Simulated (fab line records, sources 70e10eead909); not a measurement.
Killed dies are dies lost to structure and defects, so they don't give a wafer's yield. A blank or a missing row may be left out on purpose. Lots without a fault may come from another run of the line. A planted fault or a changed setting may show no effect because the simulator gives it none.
fab line records | flow nand_harc
record lots=13 wafers=39 last_day=26
route steps=1159 shown P_BONDPAD@353 A_ZERO_WELL@403 A_ONON_D1@424 END@1159
lots that met no fault: from a run of the same line without faults
start_h: hours from the record's first day to the start of the lot's first wafer shown | wait_h: hours since the lot's step before | " the same as in the row above | L1.1+2: a row that stands for several wafers | - no value, or no start given | * or withheld: withheld | < > ~ a bound
route shown NAME@n: a module of which the file shows steps, and the number in the route of the first | usual: mean/standard deviation of fault-free wafers | same: alike in all rows | chamber/n: place in a boat | sites: the reading at each site | _std_site: their standard deviation | _edge_site: outer sites' mean less inner sites' | radius_mm: how far each site lies from the wafer's centre | mask NAME#n: copy n | behind: the tool/chamber that last shaped the wafer | hold: why the lot was held/for how many hours/how that ended | device: the transistor (n, p or np) that didn't switch | end of line: the same wafers' tests at the end of the route | a step without rows: its recipe alone | killed: dies lost to structure and defects at the first sort, not the wafer's yield | map: a wafer's dies, x killed, . not, _ none there
set.NAME: the setting as run; set.NAME@STEP: as run at that earlier step | model.NAME: the simulator's own value behind a step, which no gauge read
steps of the route over a sample of lots; a table a step, a row a wafer
services: from which hour (start_h, from the record's first day; less than 0 if before it) a tool's chamber was out of use, for how many hours, and why
## steps
# step NHARC_P_BONDPAD_THK_MEAS_33
# recipe thk_meas_gauge=ellipsometry
# usual thk_nm=200.8/1.9
# columns lot.wafer tool chamber start_h wait_h thk_nm
L859.1 film_metro-02 - 129.07 0.1 201.5
L859.3 " - " " 200.2
L859.6 " - " " 203.3
L861.1 film_metro-01 - 138.65 0.2 203.1
L861.3 " - " " 201.6
L861.6 " - " " 203.6
L862.3 film_metro-02 - 154.21 0.2 204.0
L862.5 " - " " 203.3
L862.6 " - " " 205.8
L864.2 film_metro-02 - 160.83 0.2 200.0
L864.3 " - " " 198.0
L864.4 " - " " 197.9
L865.1 film_metro-01 - 168.00 0.2 201.5
L865.4 " - " " 198.3
L865.5 " - " " 199.6
L867.3 film_metro-01 - 172.95 0.2 204.2
L867.5 " - " " 202.5
L867.6 " - " " 200.0
L866.4 film_metro-02 - 180.58 0.2 204.7
L866.5 " - " " 200.8
L866.6 " - " " 205.2
L871.2 film_metro-01 - 204.94 0.2 199.3
L871.3 " - " " 200.6
L871.4 " - " " 202.0
L875.1 film_metro-02 - 228.63 0.2 199.4
L875.3 " - " " 202.6
L875.6 " - " " 201.3
L876.3 film_metro-01 - 234.58 0.2 200.8
L876.4 " - " " 203.2
L876.5 " - " " 201.8
L879.1 film_metro-01 - 242.32 0.2 200.8
L879.4 " - " " 199.9
L879.6 " - " " 200.5
L881.3 film_metro-02 - 259.76 0.2 198.6
L881.5 " - " " 197.5
L881.6 " - " " 203.2
L882.1 film_metro-01 - 267.93 0.2 200.5
L882.2 " - " " 199.2
L882.6 " - " " 201.7
# step NHARC_A_ZERO_WELL_DESCUM_12
# recipe time_s=3 o2_flow_sccm=200 ar_flow_sccm=0 bias_power_w=0 chemistry=O2
# usual drypump_motor_current_A=5.7/0.34 oes_product_au=0.996/0.012 rf_vpp_V=57.8/0.83 showerhead_plenum_p_Torr=1.89/0.092 throttle_valve_pct=11.311/0.0091
# columns lot.wafer tool chamber start_h wait_h drypump_motor_current_A oes_product_au rf_hours_counter_h rf_vpp_V showerhead_plenum_p_Torr throttle_valve_pct
L859.1 rie_diel-08 1 134.05 - 5.8 0.985 0 59.1 2.05 11.319
L859.3 " 2 " " 6.0 0.993 0 58.5 1.90 11.320
L859.6 " 1 " " 5.8 0.992 - 58.9 2.05 11.304
L861.3 rie_diel-10 1 143.64 - 5.6 1.000 9 58.4 1.88 11.310
L861.1 " 2 " " 6.0 0.985 10 57.2 1.84 11.316
L861.6 " 1 " " 5.7 1.001 - 58.4 1.88 11.314
L862.3 rie_diel-08 1 159.07 - 5.8 0.995 1 58.2 2.05 11.313
L862.6 " 2 " " 6.0 0.981 - 56.7 1.90 11.316
L862.5 " 3 " " 5.4 0.993 - 57.4 1.79 11.313
L864.2 rie_diel-08 1 165.67 - 5.8 0.998 1 59.1 2.05 11.311
L864.4 " 2 " " 6.0 0.997 1 57.3 1.90 11.298
L864.3 " 3 " " 5.4 0.989 1 58.7 1.79 11.308
L865.1 rie_diel-08 3 172.78 - 5.4 0.996 1 56.9 1.79 11.307
L865.4 " 2 " " 6.0 0.980 - 57.3 1.90 11.312
L865.5 " 3 " " 5.4 0.988 - 56.2 1.79 11.313
L867.3 rie_diel-08 3 177.63 - 5.4 1.002 2 58.1 1.79 11.298
L867.6 " 1 " " 5.8 1.010 - 57.5 2.05 11.311
L867.5 " 2 " " 6.0 0.990 - 59.6 1.90 11.316
L866.4 rie_diel-01 2 185.27 - 5.7 0.982 3 56.9 2.05 11.301
L866.6 " 0 " " 4.9 0.990 - 58.0 1.92 11.315
L866.5 " 1 " " 5.2 1.014 - 56.3 1.84 11.315
L871.3 rie_diel-10 3 210.08 - 5.5 1.027 2 59.6 2.05 11.306
L871.4 " 0 " " 6.0 1.002 2 56.6 1.80 11.309
L871.2 " 2 " " 6.1 1.000 2 58.1 1.84 11.307
L875.3 rie_diel-08 3 233.54 - 5.4 0.982 7 58.3 1.79 11.305
L875.1 " 0 " " 5.8 1.000 4 57.4 1.84 11.311
L875.6 " 0 " " 5.9 1.010 - 57.9 1.84 11.314
L876.4 rie_diel-01 1 242.32 - 5.2 1.018 9 57.4 1.83 11.307
L876.3 " 0 " " 4.9 0.997 7 57.5 1.92 11.305
L876.5 " 2 " " 5.7 0.991 - 59.1 2.05 11.316
L879.4 rie_diel-08 2 247.51 - 6.0 1.011 8 58.6 1.90 11.299
L879.1 " 0 " " 5.8 1.016 5 57.1 1.84 11.306
L879.6 " 2 " " 6.1 0.996 - 57.7 1.90 11.288
L881.3 rie_diel-01 2 264.47 - 5.7 0.994 10 57.9 2.05 11.300
L881.6 " 2 " " 5.6 1.001 - 58.1 2.05 11.306
L881.5 " 3 " " 5.8 0.996 - 57.3 1.85 11.306
L882.2 rie_diel-08 3 272.50 - 5.4 0.986 10 56.6 1.78 11.322
L882.1 " 2 " " 6.1 0.993 11 56.2 1.90 11.316
L882.6 " 3 " " 5.4 0.991 - 59.1 1.78 11.315
# step NHARC_A_ONON_D1_DEP_00
# recipe target_thk_a=10000 n2_flow_sccm=2750 n2o_flow_sccm=2000 nh3_flow_sccm=500 sih4_flow_sccm=210 temp_c=400
# usual n2o_flow_sccm=1998/6.3 sih4_flow_sccm=209.9/0.68
# columns lot.wafer tool chamber start_h wait_h n2o_flow_sccm sih4_flow_sccm
L859.1 pecvd_onon-02 0 158.29 0.1 2000 211.2
L859.3 " 0 " " 2001 211.0
L859.6 " 0 " " 2000 210.5
L861.1 pecvd_onon-04 0 163.62 0.1 2003 208.9
L861.3 " 0 " " 1991 208.7
L861.6 " 0 " " 1994 209.1
L862.3 pecvd_onon-02 0 180.87 0.2 1996 210.4
L862.5 " 0 " " 2002 209.3
L862.6 " 0 " " 2005 210.4
L864.2 pecvd_onon-02 0 188.24 0.1 1992 209.6
L864.3 " 0 " " 1998 210.2
L864.4 " 0 " " 2002 209.7
L865.1 pecvd_onon-02 0 201.16 0.1 1991 210.0
L865.4 " 0 " " 1993 210.3
L865.5 " 0 " " 1989 210.0
L867.3 pecvd_onon-04 0 201.27 0.2 2003 210.6
L867.5 " 0 " " 1994 209.7
L867.6 " 0 " " 1999 210.2
L866.4 pecvd_onon-04 0 210.98 0.2 1998 209.9
L866.5 " 0 " " 2006 209.3
L866.6 " 0 " " 2007 208.9
L871.2 pecvd_onon-02 0 231.54 0.1 2003 209.8
L871.3 " 0 " " 2004 211.0
L871.4 " 0 " " 1997 211.0
L875.1 pecvd_onon-04 0 255.77 0.1 2005 210.5
L875.3 " 0 " " 2011 209.7
L875.6 " 0 " " 2010 209.9
L876.3 pecvd_onon-01 0 263.94 0.2 1991 208.9
L876.4 " 0 " " 1998 209.8
L876.5 " 0 " " 2005 208.2
L879.1 pecvd_onon-04 0 270.60 0.1 1999 210.4
L879.4 " 0 " " 1993 209.9
L879.6 " 0 " " 1985 210.1
L881.3 pecvd_onon-04 0 286.56 0.2 1994 209.9
L881.5 " 0 " " 1989 210.4
L881.6 " 0 " " 1985 210.0
L882.1 pecvd_onon-01 0 292.66 0.1 1993 209.9
L882.2 " 0 " " 1997 210.2
L882.6 " 0 " " 1996 209.8
# step NHARC_A_ONON_D1_THK_MEAS_02
# recipe thk_meas_gauge=ellipsometry
# usual thk_nm=999/9.7
# columns lot.wafer tool chamber start_h wait_h thk_nm
L859.1 film_metro-01 - 158.80 - 997
L859.3 " - " " 996
L859.6 " - " " 998
L861.1 film_metro-02 - 164.14 - 992
L861.3 " - " " 991
L861.6 " - " " 991
L862.3 film_metro-01 - 181.27 - 1004
L862.5 " - " " 1002
L862.6 " - " " 1004
L864.2 film_metro-01 - 188.69 - 975
L864.3 " - " " 976
L864.4 " - " " 975
L867.3 film_metro-01 - 201.66 - 981
L867.5 " - " " 980
L867.6 " - " " 981
L865.1 film_metro-02 - 201.67 - 583
L865.4 " - " " 586
L865.5 " - " " 585
L866.4 film_metro-02 - 211.34 - 996
L866.5 " - " " 995
L866.6 " - " " 995
L871.2 film_metro-02 - 232.00 - 607
L871.3 " - " " 608
L871.4 " - " " 605
L875.1 film_metro-02 - 256.28 - 988
L875.3 " - " " 988
L875.6 " - " " 987
L876.3 film_metro-02 - 264.33 - 995
L876.4 " - " " 995
L876.5 " - " " 994
L879.1 film_metro-02 - 271.10 - 1008
L879.4 " - " " 1006
L879.6 " - " " 1008
L881.3 film_metro-02 - 286.96 - 1001
L881.5 " - " " 1002
L881.6 " - " " 1001
L882.1 film_metro-01 - 293.16 - 1003
L882.2 " - " " 1005
L882.6 " - " " 1002
# step NHARC_END_SORT_01
# recipe temp_c=25
# usual killed_at_array=27/12 killed_at_other=0.9/1.1 killed_at_periphery=3.2/2.4 killed_dies=31/12 killed_open=3.3/1.7 killed_short=2.0/1.6
# same gross_dies=677
# columns lot.wafer tool chamber start_h wait_h killed_at_array killed_at_other killed_at_periphery killed_dies killed_open killed_short
L865.1 prober-02 0 563.49 2.5 670 0 7 677 3 2
L865.4 prober-02 0 565.88 3.4 671 2 4 677 4 1
L865.5 prober-02 0 566.68 3.7 666 1 10 677 4 1
L871.2 prober-02 0 587.67 2.8 672 0 5 677 6 2
L871.3 prober-02 0 588.47 3.1 674 0 3 677 5 0
L871.4 prober-02 0 589.27 3.4 672 2 3 677 5 2
# killed by level:class
L865.1 A_ONON_D1:area_dep=659 P_CONTACT:chamber_film_flake=3 P_M1:chamber_film_flake=3 A_CHANNEL_HOLE_D1:chamber_film_flake=3 A_STAIRCASE:chamber_film_flake=2 A_CONTACT:chamber_film_flake=2 P_M1:geometric_particle:open=1 A_SOURCE_PLATE:geometric_particle:open=1
L865.4 A_ONON_D1:area_dep=656 A_CONTACT:chamber_film_flake=4 A_CHANNEL_HOLE_D1:chamber_film_flake=3 A_M0:geometric_particle:open=2 P_M1:chamber_film_flake=2 A_CHANNEL_FILL_D1:chamber_film_flake=2 THIN_TSV:chamber_film_flake=2 P_M0:geometric_particle:open=1
L865.5 A_ONON_D1:area_dep=654 A_CHANNEL_HOLE_D1:chamber_film_flake=4 P_STI:chamber_film_flake=3 P_CONTACT:chamber_film_flake=3 A_CONTACT:chamber_film_flake=3 P_M1:chamber_film_flake=2 P_M0:geometric_particle:open=1 A_SOURCE_PLATE:geometric_particle:open=1
L871.2 A_ONON_D1:area_dep=651 A_CHANNEL_HOLE_D1:chamber_film_flake=5 A_CONTACT:chamber_film_flake=5 A_STAIRCASE:chamber_film_flake=4 A_CONTACT:geometric_particle:open=3 P_M0:chamber_film_flake=2 P_CONTACT:geometric_particle:open=1 A_ONON_D1:geometric_particle:short=1
L871.3 A_ONON_D1:area_dep=659 A_CONTACT:chamber_film_flake=5 A_CHANNEL_HOLE_D1:chamber_film_flake=3 A_WL_FILL:geometric_particle:open=2 A_STAIRCASE:chamber_film_flake=2 P_M1:geometric_particle:open=1 A_CONTACT:geometric_particle:open=1 A_BLC:geometric_particle:open=1
L871.4 A_ONON_D1:area_dep=650 A_CHANNEL_HOLE_D1:chamber_film_flake=7 A_STAIRCASE:chamber_film_flake=6 P_GATE:chamber_film_flake=2 A_CONTACT:chamber_film_flake=2 P_CONTACT:geometric_particle:short=1 HYBRID_BOND:chamber_film_flake=1 A_CHANNEL_FILL_D1:geometric_particle:open=1
## services
# columns tool chamber start_h hours kind
pecvd_onon-02 - 111.11 13.0 pm
rie_diel-08 - 124.80 9.0 pm
rie_diel-08 0 124.80 9.0 vent_cycle
rie_diel-08 1 124.80 9.0 vent_cycle
rie_diel-08 2 124.80 9.0 vent_cycle
rie_diel-08 3 124.80 9.0 vent_cycle
rie_diel-08 0 133.80 - clean
rie_diel-08 1 133.80 - clean
rie_diel-08 2 133.80 - clean
rie_diel-08 3 133.80 - clean
rie_diel-01 - 137.80 9.0 pm
rie_diel-08 0 170.37 33.7 repair
rie_diel-01 - 172.81 9.5 repair
rie_diel-10 - 176.50 9.0 pm
rie_diel-08 1 180.27 17.2 repair
pecvd_onon-01 - 195.20 13.0 pm
rie_diel-08 1 219.20 8.3 repair
pecvd_onon-04 - 237.12 13.0 pm
rie_diel-01 3 245.78 4.6 repair
rie_diel-01 2 246.94 5.6 repair
rie_diel-08 1 261.65 8.0 repair
rie_diel-01 3 266.98 1.9 repair
rie_diel-08 0 282.47 9.4 repair
pecvd_onon-02 - 292.11 13.0 pm
## key
first_sign step=NHARC_A_ONON_D1_THK_MEAS_02 reading=thk_nm direction=down sigmas=42 usual=999 struck=596
effect step=NHARC_END_SORT_01 reading=killed_dies direction=up sigmas=56 usual=31 struck=677
more_kills_born_at NHARC_A_ONON_D1_DEP_00@pecvd_onon-02=3929
met_at NHARC_A_ONON_D1_DEP_00
struck_lots L865,L871
struck_wafers L865.1,L865.4,L865.5,L871.2,L871.3,L871.4
later_rows_left_out L865.1,L865.4,L865.5,L871.2,L871.3,L871.4
tester_left_out L865,L871
not_acting_at NHARC_P_BONDPAD_THK_MEAS_33,NHARC_A_ZERO_WELL_DESCUM_12
onset_between 188.24 201.16
fault kind=process_parameter_drift tool=pecvd_onon-02 chamber=0 onset_h=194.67 steps=NHARC_A_ONON_D1_DEP_00 channel=target_thk_a offset=* shape=step end_h=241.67 acts_in=* stated=*
# tester_left_out: of these lots the tester's yield and bins aren't shown, on N5 and GAA mostly nor the transistor test; their killed dies are dies lost to structure and defects alone, not to doping, threshold or leakage, so they don't give the yield
# later_rows_left_out: the simulator's readings of these wafers behind a module that went badly wrong aren't trusted and aren't shown, but for the sort
